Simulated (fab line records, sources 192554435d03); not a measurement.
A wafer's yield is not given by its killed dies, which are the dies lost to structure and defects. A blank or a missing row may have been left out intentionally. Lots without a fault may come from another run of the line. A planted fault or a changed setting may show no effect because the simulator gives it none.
fab line records ; flow n5-finfet
record: lots: 7; wafers: 21; last-day: 17
route steps=1938 shown PASSIVATION@1910
lots that met no fault: from a run of the same line without faults
start-h: start of the lot's first displayed wafer, in hours after the record's first day ; wait-h: time in hours since the lot's previous step ; " unchanged from the row above ; L1.1+2: several wafers, shown together as one row ; - either no value or no given start ; * or withheld: withheld ; < > ~ a bound
route shown NAME@n: names a module that has steps shown in the file, with the first one's number in the route ; usual: average and standard deviation across the fault-free wafers ; same: alike in all rows ; chamber/n: place in a boat ; sites: readings site by site ; _std_site: the standard deviation of these ; _edge_site: outer sites' mean less inner sites' ; radius-mm: for every site, how far away it sits from the centre of the wafer ; mask NAME#n: copy n ; behind: the tool/chamber that last shaped the wafer ; hold: cause of the lot's hold/its duration in hours/its outcome ; device: which transistor (n, p or np) failed to switch ; end of line: the same wafers' tests at the end of the route ; for a step that has no rows: nothing shown but its recipe ; killed: not the wafer's yield, but the dies lost to structure and defects at the first sort ; map: a wafer's dies, marking killed ones x, the rest . and places with no die _
set.NAME: the setting the step ran with; set.NAME@STEP: the setting that earlier step ran with ; model.NAME: the simulator's own value behind a step, which no gauge read
lots at some steps of the route; a table a step, a row a wafer
services: the hour from which a tool's chamber was out of use, counted from the record's first day as start-h (under 0 if before that day), plus the number of hours and why
== steps ==
step: N5_PASSIVATION_ETCH_59
recipe: chemistry: Cl2/BCl3; target: TaN; target-depth-a: 650; time-s: 34.9; ion-energy-ev: 100; pressure-mtorr: 10; icp-w: 900; bias-w: 100; Cl2_flow_sccm: 60; bcl3-flow-sccm: 30
usual: chamber-pressure-mTorr: 10.000/0.011; drypump-motor-current-A: 6.0/0.4; oes-product-au: 0.72/0.083; throttle-valve-pct: 21.29/0.3
lot.wafer;tool;chamber;start-h;wait-h;chamber-pressure-mTorr;drypump-motor-current-A;oes-product-au;rf-hours-counter-h;throttle-valve-pct
L234.2;rie-metal-01;0;268.69;0.3;9.993;5.8;0.61;108;21.81
L234.4;rie-metal-01;0;268.69;0.3;9.996;5.8;0.62;-;21.81
L234.5;rie-metal-01;0;268.69;0.3;9.996;5.8;0.61;-;21.80
L238.2;rie-metal-02;0;288.01;0.3;9.995;6.5;0.68;80;20.80
L238.3;rie-metal-02;1;288.01;0.3;10.000;5.7;0.82;-;21.07
L238.6;rie-metal-02;0;288.01;0.3;10.000;6.5;0.69;-;20.80
L242.2;rie-metal-03;1;310.38;0.3;10.008;5.4;0.78;42;21.10
L242.5;rie-metal-03;0;310.38;0.3;9.999;6.6;0.69;-;21.44
L242.6;rie-metal-03;1;310.38;0.3;9.987;5.4;0.78;-;21.11
L243.2;rie-metal-02;0;317.01;0.3;9.992;6.5;0.69;81;20.78
L243.4;rie-metal-02;1;317.01;0.3;9.993;5.7;0.82;-;21.06
L243.5;rie-metal-02;0;317.01;0.3;10.003;6.5;0.69;-;20.80
L244.2;rie-metal-02;1;320.08;0.3;10.015;5.7;0.81;25;21.09
L244.3;rie-metal-02;1;320.08;0.3;9.996;5.7;0.80;-;21.09
L244.6;rie-metal-02;1;320.08;0.3;9.981;5.7;0.81;-;21.08
L252.2;rie-metal-03;0;402.42;0.3;9.993;6.6;0.67;84;21.45
L252.3;rie-metal-03;0;402.42;0.3;10.002;6.5;0.68;-;21.46
L252.6;rie-metal-03;0;402.42;0.3;9.988;6.6;0.68;-;21.45
L254.1;rie-metal-03;1;408.16;0.3;9.999;5.5;0.76;52;21.12
L254.4;rie-metal-03;0;408.16;0.3;10.004;6.6;0.68;-;21.46
L254.5;rie-metal-03;1;408.16;0.3;9.982;5.4;0.76;-;21.13
step: N5_PASSIVATION_STRIP_34
recipe: chemistry: O2; power-w: 600; temp-c: 60; pressure-mtorr: 30; rf-frequency-hz: 6e+07; bias-power-w: 0; overash-fraction: 2; o2-flow-sccm: 225
usual: chamber-pressure-mTorr: 29.99/0.087; drypump-motor-current-A: 5.6/0.43; oes-product-au: 0.80/0.084; rf-vpp-V: 3.6/1.6; showerhead-plenum-p-Torr: 2.14/0.038; temp-c: 60.00/0.13; throttle-valve-pct: 16.59/0.23
lot.wafer;tool;chamber;start-h;wait-h;chamber-pressure-mTorr;drypump-motor-current-A;oes-product-au;rf-hours-counter-h;rf-vpp-V;showerhead-plenum-p-Torr;temp-c;throttle-valve-pct
L234.2;rie-diel-01;2;268.81;0.1;30.09;5.2;0.90;30;1.2;2.15;60.01;16.80
L234.4;rie-diel-01;2;268.81;0.1;29.86;5.2;0.88;-;2.4;2.15;59.94;16.79
L234.5;rie-diel-01;1;268.81;0.1;29.97;5.7;0.73;-;0.4;2.19;60.17;16.71
L238.2;rie-diel-01;1;288.27;0.2;29.94;5.7;0.73;157;2.9;2.19;60.10;16.69
L238.3;rie-diel-01;0;288.27;0.2;30.01;6.3;0.71;229;3.9;2.16;59.97;16.71
L238.6;rie-diel-01;2;288.27;0.2;29.91;5.2;0.88;-;2.2;2.15;59.91;16.82
L242.2;rie-diel-03;1;310.49;0.1;29.89;5.3;0.79;87;0.5;2.13;60.07;16.81
L242.5;rie-diel-03;1;310.49;0.1;30.10;5.3;0.82;-;4.6;2.13;60.03;16.73
L242.6;rie-diel-03;0;310.49;0.1;29.94;5.9;0.84;-;5.2;2.21;59.73;16.53
L243.2;rie-diel-05;1;317.13;0.1;30.02;5.1;0.74;190;3.8;2.08;60.02;16.44
L243.4;rie-diel-05;2;317.13;0.1;30.02;6.0;0.88;-;5.5;2.12;60.26;16.51
L243.5;rie-diel-05;1;317.13;0.1;29.94;5.1;0.72;-;0.4;2.08;59.84;16.44
L244.2;rie-diel-03;1;320.19;0.1;29.99;5.3;0.79;92;4.2;2.13;60.26;16.80
L244.3;rie-diel-03;0;320.19;0.1;30.06;5.9;0.82;86;2.3;2.21;60.12;16.62
L244.6;rie-diel-03;2;320.19;0.1;29.96;5.3;0.91;-;5.1;2.15;60.04;16.14
L252.2;rie-diel-03;0;402.54;0.1;30.02;5.8;0.80;118;4.8;2.19;60.03;16.66
L252.3;rie-diel-03;1;402.54;0.1;29.95;5.3;0.78;125;5.3;2.12;59.91;16.84
L252.6;rie-diel-03;2;402.54;0.1;29.92;5.3;0.85;-;2.5;2.14;59.99;16.18
L254.1;rie-diel-03;0;408.28;0.1;29.83;5.8;0.79;121;4.5;2.19;60.14;16.60
L254.4;rie-diel-03;2;408.28;0.1;29.94;5.3;0.85;50;1.5;2.14;59.86;16.18
L254.5;rie-diel-03;2;408.28;0.1;29.98;5.3;0.86;-;2.2;2.14;60.00;16.19
step: N5_PASSIVATION_STRIP_51
recipe: chemistry: post-etch-residue-remover; time-s: 1200; temp-c: 72.5
step: N5_PASSIVATION_CLEAN_69
recipe: chemistry: IPA; time-s: 180; temp-c: 25
step: N5_PASSIVATION_SRD_70
recipe: dry: ipa-marangoni; time-s: 30; temp-c: 23; rinse-liquid: diw
step: N5_PASSIVATION_PECVD_53
recipe: material: SiO2; target-thk-a: 8000; temp-c: 400; precursor: TEOS/O2; pressure-torr: 6.5; rf-w: withheld; teos-flow-sccm: withheld; gas: O2; flow-sccm: 2650; time-s: 169.4
step: N5_PASSIVATION_PECVD_35
recipe: material: SiNx; target-thk-a: 7000; temp-c: 400; precursor: SiH4/NH3/N2; pressure-torr: 4.9; rf-w: 1406; time-s: 151.3
usual: chamber-pressure-Torr: 4.901/0.011; heater-power-w: 406/110; showerhead-plenum-p-Torr: 8.69/0.081; throttle-valve-pct: 29.7/1.7
lot.wafer;tool;chamber;start-h;wait-h;chamber-pressure-Torr;heater-power-w;showerhead-plenum-p-Torr;since-wet-clean-h;throttle-valve-pct
L234.2;pecvd-02;2;269.42;0.1;4.905;451;8.67;258;27.8
L234.4;pecvd-02;2;269.42;0.1;4.906;299;8.66;-;28.0
L234.5;pecvd-02;1;269.42;0.1;4.897;304;8.67;-;32.1
L238.2;pecvd-01;0;288.89;0.1;4.885;340;8.70;993;28.3
L238.3;pecvd-01;1;288.89;0.1;4.909;612;8.84;1718;31.2
L238.6;pecvd-01;1;288.89;0.1;4.895;640;8.85;-;31.3
L242.2;pecvd-01;0;311.16;0.1;4.887;397;8.66;1015;28.4
L242.5;pecvd-01;1;311.16;0.1;4.886;647;8.85;-;31.4
L242.6;pecvd-01;0;311.16;0.1;4.907;310;8.69;-;28.1
L243.2;pecvd-01;0;317.80;0.1;4.911;391;8.70;1022;28.2
L243.4;pecvd-01;2;317.80;0.1;4.896;348;8.55;-;28.4
L243.5;pecvd-01;0;317.80;0.1;4.891;315;8.69;-;28.0
L244.2;pecvd-01;2;320.86;0.1;4.904;391;8.57;271;28.4
L244.3;pecvd-01;0;320.86;0.1;4.895;385;8.71;-;28.2
L244.6;pecvd-01;0;320.86;0.1;4.901;260;8.67;-;28.2
L252.2;pecvd-03;0;403.15;0.1;4.907;276;8.65;1288;29.6
L252.3;pecvd-03;1;403.15;0.1;4.913;476;8.73;2013;32.5
L252.6;pecvd-03;0;403.15;0.1;4.907;296;8.67;-;29.3
L254.1;pecvd-01;1;408.92;0.1;4.884;636;8.83;1838;31.3
L254.4;pecvd-01;2;408.92;0.1;4.884;424;8.59;-;28.8
L254.5;pecvd-01;1;408.92;0.1;4.895;661;8.86;-;31.3
step: N5_PASSIVATION_HMDS_37
recipe: time-s: 60; temp-c: 120
step: N5_PASSIVATION_COAT_38
recipe: spin-rpm: 3000; resist-thk-nm: withheld
step: N5_PASSIVATION_EBR_40
recipe: solvent: PGMEA; ebr-width-mm: 1.5
step: N5_PASSIVATION_SOFTBAKE_39
recipe: temp-c: 110; time-s: 120
step: N5_PASSIVATION_EXPOSE_41
recipe: mask-id: PASS_OPEN; na: 0.55; defocus-nm: 0; source-shape: conventional; sigma-outer: 0.8; polarization: unpolarized; target-cd-nm: 40000; dose-mj: 57.25
step: N5_PASSIVATION_PEB_42
recipe: peb-temp-c: withheld; peb-time-s: *
usual: chill-plate-temp-C: *; exhaust-pa: 45.1/0.96
lot.wafer;tool;chamber;start-h;wait-h;chill-plate-temp-C;exhaust-pa
L234.2;litho-track-04;0;269.73;0.0;*;44.9
L234.4;litho-track-04;0;269.73;0.0;*;44.8
L234.5;litho-track-04;0;269.73;0.0;*;45.3
L238.2;litho-track-01;0;289.20;0.0;*;44.2
L238.3;litho-track-01;0;289.20;0.0;*;44.6
L238.6;litho-track-01;0;289.20;0.0;*;45.9
L242.2;litho-track-01;-;311.53;0.0;-;-
L242.5;litho-track-01;-;311.53;0.0;-;-
L242.6;litho-track-01;-;311.53;0.0;-;-
L243.2;litho-track-05;-;318.16;0.0;-;-
L243.4;litho-track-05;-;318.16;0.0;-;-
L243.5;litho-track-05;-;318.16;0.0;-;-
L244.2;litho-track-01;-;321.35;0.0;-;-
L244.3;litho-track-01;-;321.35;0.0;-;-
L244.6;litho-track-01;-;321.35;0.0;-;-
L252.2;litho-track-05;0;403.47;0.0;*;44.2
L252.3;litho-track-05;0;403.47;0.0;*;46.3
L252.6;litho-track-05;0;403.47;0.0;*;45.2
L254.1;litho-track-01;0;409.36;0.1;*;44.2
L254.4;litho-track-01;0;409.36;0.1;*;44.3
L254.5;litho-track-01;0;409.36;0.1;*;44.1
step: N5_PASSIVATION_DEVELOP_43
recipe: develop-time-s: 60; rinse-liquid: diw; dry: air-spin; dev-temp-c: 21
== services ==
tool;chamber;start-h;hours;kind
pecvd-03;-;252.74;1.0;repair
rie-diel-05;2;271.67;4.7;repair
rie-diel-01;0;275.58;5.2;repair
rie-metal-03;-;279.12;1.4;pm
rie-metal-02;-;288.54;15.6;pm
rie-diel-05;1;291.08;6.5;repair
rie-diel-03;1;302.27;7.5;repair
pecvd-01;2;307.36;4.2;repair
rie-diel-01;0;317.42;11.6;repair
rie-diel-01;3;320.48;100.8;repair
rie-diel-03;2;326.80;3.5;repair
rie-metal-02;0;334.12;12.0;repair
rie-metal-02;1;341.29;1.8;repair
rie-metal-02;-;342.83;0.8;repair
rie-diel-05;1;347.17;6.4;repair
pecvd-02;2;356.25;2.6;repair
rie-diel-03;3;360.01;6.0;repair
pecvd-01;1;374.05;3.0;repair
rie-diel-01;0;381.53;9.7;repair
pecvd-03;-;385.80;11.6;repair
rie-diel-01;-;386.22;3.8;repair
rie-metal-03;-;392.17;1.2;repair
rie-metal-02;1;405.32;3.3;repair
rie-diel-05;-;406.30;28.1;pm
== key ==
first-sign: step: N5_PASSIVATION_PEB_42; reading: tool-record; direction: missing
effect none on later readings
met-at N5_PASSIVATION_PEB_42
struck-wafers L242.2,L242.5,L242.6,L243.2,L243.4,L243.5,L244.2,L244.3,L244.6
later-rows-left-out L242.2,L242.5,L242.6,L243.2,L243.4,L243.5,L244.2,L244.3,L244.6
sort-left-out L242.2,L242.5,L242.6,L243.2,L243.4,L243.5,L244.2,L244.3,L244.6
onset-between 289.20 311.53
fault: kind: skipped-step-whole; tool: litho-track-01,litho-track-05; chamber: -; onset-h: 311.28; steps: N5_PASSIVATION_PEB_42; scope: struck-lots-only
sort-left-out: the simulated sort isn't trusted on such a fault, so these wafers' sort isn't shown, and their yield isn't known
later-rows-left-out: the simulator's readings of these wafers behind a module that went badly wrong aren't trusted and aren't shown, but for the sort
